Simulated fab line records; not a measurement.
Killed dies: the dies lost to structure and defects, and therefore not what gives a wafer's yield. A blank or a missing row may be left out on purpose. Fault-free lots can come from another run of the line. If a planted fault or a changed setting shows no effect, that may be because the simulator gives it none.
The tool behind it: which one? + flow n5-finfet + 36 wafers from 12 lots sampled at 5 of the route's 1938 steps

WHAT EACH GAUGE READ, for each wafer
N5_FIN_CUT_CD_MEAS_08: target cd 29.1 nm.
| lot  | measured    | on        | cd-nm (nm)        |
|------|-------------|-----------|-------------------|
| L149 | day 2 04:35 | cd-sem-01 | 29.22 29.47 29.23 |
| L150 | day 2 09:05 | cd-sem-01 | 29.14 29.21 28.81 |
| L152 | day 2 21:47 | cd-sem-03 | 29.60 28.82 28.75 |
| L153 | day 3 05:15 | cd-sem-01 | 29.12 28.98 29.43 |
| L155 | day 3 16:14 | cd-sem-03 | 29.41 29.45 29.04 |
| L157 | day 4 03:46 | cd-sem-02 | 28.83 29.12 29.46 |
| L158 | day 4 09:07 | cd-sem-02 | 28.84 29.01 29.25 |
| L159 | day 4 15:18 | cd-sem-01 | 28.90 28.85 29.42 |
| L162 | day 5 10:08 | cd-sem-02 | 28.57 28.50 29.08 |
| L163 | day 5 18:01 | cd-sem-03 | 29.22 29.17 29.22 |
| L167 | day 6 16:41 | cd-sem-02 | 28.79 28.70 29.54 |
| L168 | day 6 22:14 | cd-sem-01 | 29.08 29.03 29.07 |

N5_STI_FIN_REVEAL_FIN_H_MEAS_10.
| lot  | measured    | on     | trench-depth-nm (nm) |
|------|-------------|--------|----------------------|
| L149 | day 2 15:53 | ocd-01 | 51.4 51.0 51.2       |
| L150 | day 2 19:46 | ocd-01 | 52.5 52.3 53.0       |
| L152 | day 3 08:07 | ocd-01 | 52.3 52.6 52.3       |
| L153 | day 3 16:53 | ocd-02 | 52.4 50.8 51.4       |
| L155 | day 4 02:04 | ocd-02 | 52.4 52.0 52.2       |
| L157 | day 4 13:29 | ocd-02 | 51.1 51.3 51.8       |
| L158 | day 4 18:51 | ocd-02 | 52.1 52.3 52.0       |
| L159 | day 5 03:19 | ocd-01 | 51.7 51.7 51.3       |
| L162 | day 5 21:01 | ocd-01 | 54.8 54.7 52.2       |
| L163 | day 6 04:14 | ocd-01 | 53.4 52.5 51.7       |
| L167 | day 7 02:58 | ocd-01 | 51.4 52.3 53.2       |
| L168 | day 7 07:57 | ocd-02 | 51.3 52.7 51.8       |

EACH LOT AND THE TOOL THAT RAN IT (in order: tool; ch and the chambers of the sampled wafers; start)
| lot  | N5_FIN_CUT_CUT_ETCH_28          | N5_STI_FIN_REVEAL_ALD_14         | N5_STI_FIN_REVEAL_RECESS_09       |
|------|---------------------------------|----------------------------------|-----------------------------------|
| L149 | rie-si-03 ch 0,1,2, day 2 05:23 | ald-sin-04 ch 0,1,3, day 2 06:50 | vapor-etch-01 ch 0,1, day 2 12:40 |
| L150 | rie-si-01 ch 0,2,3, day 2 09:53 | ald-sin-01 ch 0,1,2, day 2 10:46 | vapor-etch-01 ch 0,1, day 2 16:47 |
| L152 | rie-si-05 ch 0,3, day 2 22:35   | ald-sin-04 ch 2,3, day 2 22:55   | vapor-etch-02 ch 0,1, day 3 05:56 |
| L153 | rie-si-01 ch 0,1,3, day 3 06:05 | ald-sin-04 ch 0,1,3, day 3 08:18 | vapor-etch-02 ch 0,1, day 3 14:11 |
| L155 | rie-si-03 ch 1,3, day 3 17:10   | ald-sin-03 ch 1,3, day 3 17:29   | vapor-etch-01 ch 0,1, day 3 23:22 |
| L157 | rie-si-03 ch 0,1,3, day 4 04:34 | ald-sin-01 ch 0,1,2, day 4 05:00 | vapor-etch-02 ch 0,1, day 4 11:19 |
| L158 | rie-si-03 ch 0,1, day 4 09:55   | ald-sin-01 ch 0,1,2, day 4 10:16 | vapor-etch-01 ch 0, day 4 16:08   |
| L159 | rie-si-01 ch 0,2, day 4 16:40   | ald-sin-03 ch 0,2,3, day 4 18:44 | vapor-etch-02 ch 0,1, day 5 00:37 |
| L162 | rie-si-03 ch 0,3, day 5 11:53   | ald-sin-03 ch 0,1, day 5 12:24   | vapor-etch-02 ch 0,1, day 5 18:18 |
| L163 | rie-si-01 ch 1,2,3, day 5 19:10 | ald-sin-04 ch 0,1,3, day 5 19:29 | vapor-etch-01 ch 0,1, day 6 01:31 |
| L167 | rie-si-03 ch 0,1, day 6 17:31   | ald-sin-01 ch 2,3, day 6 17:55   | vapor-etch-01 ch 0,1, day 7 00:46 |
| L168 | rie-si-05 ch 0,2,3, day 6 23:04 | ald-sin-04 ch 1,2,3, day 6 23:23 | vapor-etch-01 ch 0,1, day 7 05:15 |
- N5_FIN_CUT_CUT_ETCH_28: etches Si in HBr/Cl2/O2, target depth 6 nm, time 2.4 s.
- N5_STI_FIN_REVEAL_ALD_14: deposits Si3N4, target thk 3 nm.
- N5_STI_FIN_REVEAL_RECESS_09: chemistry HF/NH3, target SiO2, afs cycles 11, target depth 42.5 nm, sublimation time 60 s.

AS READ BY THE TOOLS THEMSELVES (means over the sampled wafers that have a number; for cases with no such wafer, the mark the record gives instead)
N5_FIN_CUT_CUT_ETCH_28.
| lot  | tool      | drypump-motor-current-A (A) | oes-product-au (a.u.) | throttle-valve-pct (%) |
|------|-----------|-----------------------------|-----------------------|------------------------|
| L149 | rie-si-03 | 6.0                         | 0.995                 | 37.13                  |
| L150 | rie-si-01 | 6.2                         | 1.001                 | 36.83                  |
| L152 | rie-si-05 | 5.7                         | 0.996                 | 37.14                  |
| L153 | rie-si-01 | 5.9                         | 1.002                 | 36.85                  |
| L155 | rie-si-03 | 5.8                         | 1.007                 | 36.78                  |
| L157 | rie-si-03 | 5.6                         | 1.009                 | 36.99                  |
| L158 | rie-si-03 | 5.6                         | 1.002                 | 37.18                  |
| L159 | rie-si-01 | 6.0                         | 1.009                 | 37.06                  |
| L162 | rie-si-03 | 5.4                         | 1.008                 | 37.22                  |
| L163 | rie-si-01 | 6.1                         | 1.003                 | 36.94                  |
| L167 | rie-si-03 | 5.6                         | 1.001                 | 37.18                  |
| L168 | rie-si-05 | 5.7                         | 0.992                 | 37.08                  |

N5_STI_FIN_REVEAL_ALD_14.
| lot  | tool       | heater-power-w (W) |
|------|------------|--------------------|
| L149 | ald-sin-04 | 824                |
| L150 | ald-sin-01 | 902                |
| L152 | ald-sin-04 | 849                |
| L153 | ald-sin-04 | 825                |
| L155 | ald-sin-03 | 911                |
| L157 | ald-sin-01 | 894                |
| L158 | ald-sin-01 | 896                |
| L159 | ald-sin-03 | 800                |
| L162 | ald-sin-03 | 878                |
| L163 | ald-sin-04 | 814                |
| L167 | ald-sin-01 | 898                |
| L168 | ald-sin-04 | 835                |

N5_STI_FIN_REVEAL_RECESS_09.
| lot  | tool          | drypump-motor-current-A (A) |
|------|---------------|-----------------------------|
| L149 | vapor-etch-01 | 5.5                         |
| L150 | vapor-etch-01 | 5.3                         |
| L152 | vapor-etch-02 | 5.5                         |
| L153 | vapor-etch-02 | 5.5                         |
| L155 | vapor-etch-01 | 5.5                         |
| L157 | vapor-etch-02 | 5.2                         |
| L158 | vapor-etch-01 | 5.7                         |
| L159 | vapor-etch-02 | 5.2                         |
| L162 | vapor-etch-02 | 5.2                         |
| L163 | vapor-etch-01 | 5.5                         |
| L167 | vapor-etch-01 | 5.3                         |
| L168 | vapor-etch-01 | 5.5                         |

THE ANSWER, worked out from the rows above alone
Rule: the lots themselves supply what counts as usual. Put in order of their means at a reading, lots are off if they are a third of the lots or fewer, leave a main group of 4 or more, and stand apart from it by a gap of 3 or more times the standard deviation of the main group's means; of several such gaps the widest counts. A main group is skipped when, at the precision printed for the reading in the tables above, its means are all equal. A lot without any number at a reading at which 4 lots or more have one is off too. Where the step has rows for the other lots, those lots are counted as sound. Order of review: gauges by route order, followed by the tools' own readings, for which a lot's mean as printed above is used. At the first step where some lot is off, the reading lying furthest off is the one used; lots without a number count as furthest.
No lot is off on any of the readings shown, so nothing can be concluded from this.

WHAT WAS PUT IN BY THE SIMULATOR
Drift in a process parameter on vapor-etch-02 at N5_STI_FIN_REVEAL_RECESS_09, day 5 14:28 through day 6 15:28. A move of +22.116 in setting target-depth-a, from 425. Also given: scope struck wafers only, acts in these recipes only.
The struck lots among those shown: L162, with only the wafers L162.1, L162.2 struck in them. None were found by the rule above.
